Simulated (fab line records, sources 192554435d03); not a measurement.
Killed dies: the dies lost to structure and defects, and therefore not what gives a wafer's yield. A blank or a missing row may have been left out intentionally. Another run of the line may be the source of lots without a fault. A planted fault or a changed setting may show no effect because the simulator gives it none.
Which of the tools did it? ; flow n5 finfet ; 24 lots, 72 wafers sampled, at 3 steps of a route of 1938

== WHAT THE GAUGES SHOWED, per wafer ==
N5_ZERO_LAYER_CD_MEAS_11: the cd target is 2000 nm. Usual: 1999.1 nm for cd nm, sd 1.6.
lot;measured;on;cd nm (nm);flag
L074;day 1 12:47;cd sem-01;1999.4 2000.0 2000.1;
L075;day 1 18:46;cd sem-02;1999.8 1999.7 1998.9;
L076;day 2 00:38;cd sem-01;1998.5 1999.9 1997.6;
L077;day 2 06:38;cd sem-03;2000.1 2003.4 2001.8;
L078;day 2 12:39;cd sem-02;1998.5 1999.5 2001.5;
L079;day 2 18:48;cd sem-02;1996.9 1998.7 1997.6;
L080;day 3 00:38;cd sem-01;2000.5 1999.0 1999.3;
L081;day 3 06:48;cd sem-02;1999.4 1997.9 1997.8;
L082;day 3 12:38;cd sem-02;1999.3 1995.3 1995.8;
L083;day 3 18:46;cd sem-01;1999.3 2000.8 1997.7;
L084;day 4 00:46;cd sem-02;2000.1 2000.8 2000.4;
L085;day 4 06:50;cd sem-02;1999.6 1996.7 1998.3;
L086;day 4 12:46;cd sem-02;2001.7 2001.3 2002.9;
L087;day 4 18:39;cd sem-01;1997.6 1999.9 1998.0;
L088;day 5 00:46;cd sem-02;1997.9 1998.3 1997.5;
L089;day 5 06:46;cd sem-01;2002.2 1997.5 1998.9;
L090;day 5 12:50;cd sem-02;1998.9 2000.8 2000.7;
L091;day 5 18:46;cd sem-01;1998.2 1999.7 1997.9;
L092;day 6 00:38;cd sem-02;1998.9 1999.2 2000.9;
L093;day 6 06:46;cd sem-03;2001.5 1999.0 1998.4;
L094;day 6 12:58;cd sem-03;1999.3 2001.1 1998.6;
L095;day 6 18:38;cd sem-03;2000.5 1999.1 1999.5;
L096;day 7 00:38;cd sem-01;1995.9 1998.6 1999.1;
L097;day 7 06:51;cd sem-02;2001.5 2002.9 2000.4;

N5_WELL_APT_INSPECT_10: inspects for defects (macro). Usual: 1.9 for raw defect count, sd 1.4.
lot;measured;on;raw defect count;flag
L074;day 1 13:47;defect inspect-01;2 3 2;
L075;day 1 19:56;defect inspect-02;3 3 2;
L076;day 2 01:44;defect inspect-02;0 3 1;
L077;day 2 07:44;defect inspect-02;2 3 1;
L078;day 2 13:44;defect inspect-01;2 0 5;
L079;day 2 19:46;defect inspect-02;1 2 1;
L080;day 3 01:37;defect inspect-02;3 6 1;
L081;day 3 07:47;defect inspect-01;1 1 0;
L082;day 3 13:44;defect inspect-01;4 1 2;
L083;day 3 20:13;defect inspect-01;1 3 3;
L084;day 4 01:52;defect inspect-01;1 3 0;
L085;day 4 08:03;defect inspect-02;6 1 1;
L086;day 4 14:09;defect inspect-01;1 3 2;
L087;day 4 19:46;defect inspect-01;5 2 4;
L088;day 5 01:52;defect inspect-02;0 0 0;
L089;day 5 07:52;defect inspect-01;3 3 0;
L090;day 5 14:11;defect inspect-01;0 1 0;
L091;day 5 19:56;defect inspect-02;2 3 0;
L092;day 6 01:44;defect inspect-02;1 3 1;
L093;day 6 07:46;defect inspect-02;2 4 2;
L094;day 6 14:07;defect inspect-01;2 2 2;
L095;day 6 19:37;defect inspect-02;4 0 2;
L096;day 7 01:53;defect inspect-01;3 1 1;
L097;day 7 08:02;defect inspect-01;5 0 4;

N5_PMOS_HMC_CHANNEL_EPI_CD_MEAS_09: the cd target is 237.4 nm. Usual: 237.5 nm for cd nm, sd 0.97.
lot;measured;on;cd nm (nm);flag
L074;day 1 17:29;cd sem-02;239.4 237.3 239.7;
L075;day 1 23:47;cd sem-03;236.5 237.7 236.6;
L076;day 2 06:41;cd sem-01;236.1 236.2 236.8;
L077;day 2 11:25;cd sem-02;237.5 238.1 236.6;
L078;day 2 17:17;cd sem-03;237.6 237.1 236.9;
L079;day 2 23:05;cd sem-03;236.8 236.7 237.2;
L080;day 3 05:34;cd sem-01;237.5 237.3 238.0;
L081;day 3 11:50;cd sem-03;238.5 239.2 238.2;
L082;day 3 17:07;cd sem-02;239.3 238.7 239.1;
L083;day 3 23:58;cd sem-03;236.1 235.3 235.4;
L084;day 4 05:20;cd sem-01;238.5 237.3 237.2;
L085;day 4 12:01;cd sem-03;238.1 238.9 237.4;
L086;day 4 17:33;cd sem-03;236.9 236.4 237.7;
L087;day 4 23:17;cd sem-01;236.6 237.4 236.6;
L088;day 5 05:07;cd sem-01;238.0 237.9 236.9;
L089;day 5 11:11;cd sem-03;237.3 236.2 238.1;
L090;day 5 17:53;cd sem-03;239.4 237.4 239.4;
L091;day 5 23:32;cd sem-01;237.0 236.8 237.7;
L092;day 6 05:32;cd sem-01;237.6 237.6 237.3;
L093;day 6 11:31;cd sem-01;238.3 237.4 237.2;
L094;day 6 19:08;cd sem-03;238.3 238.4 238.2;
L095;day 6 23:53;cd sem-01;238.4 238.6 237.9;
L096;day 7 05:13;cd sem-01;236.6 236.7 238.0;
L097;day 7 11:26;cd sem-01;236.3 236.3 237.0;

== TOOL THAT RAN EACH LOT (tool first, then ch and the chambers of the sampled wafers, then the start) ==
Before these readings, the record contains no process step.

== AS READ BY THE TOOLS THEMSELVES (means over the sampled wafers that have a number; for cases with no such wafer, the mark the record gives instead) ==
The record holds no such reading with a usual standard deviation.

== THE ANSWER, worked out from the rows above alone ==
Rule: a lot is off if the mean of its wafers that have a number lies more than 3 standard deviations from the usual mean. A lot without any number at a reading at which 4 lots or more have one is off too. The other lots that the step has rows for count as sound. The gauges are gone through in route order, then the tools' own readings, and for those a lot's mean is taken as printed above. At the first step where some lot is off, the reading lying furthest off is the one used; lots without a number count as furthest.
No lot is off at any reading shown: from this, nothing can be told.

== WHAT HAD BEEN PUT IN BY THE SIMULATOR ==
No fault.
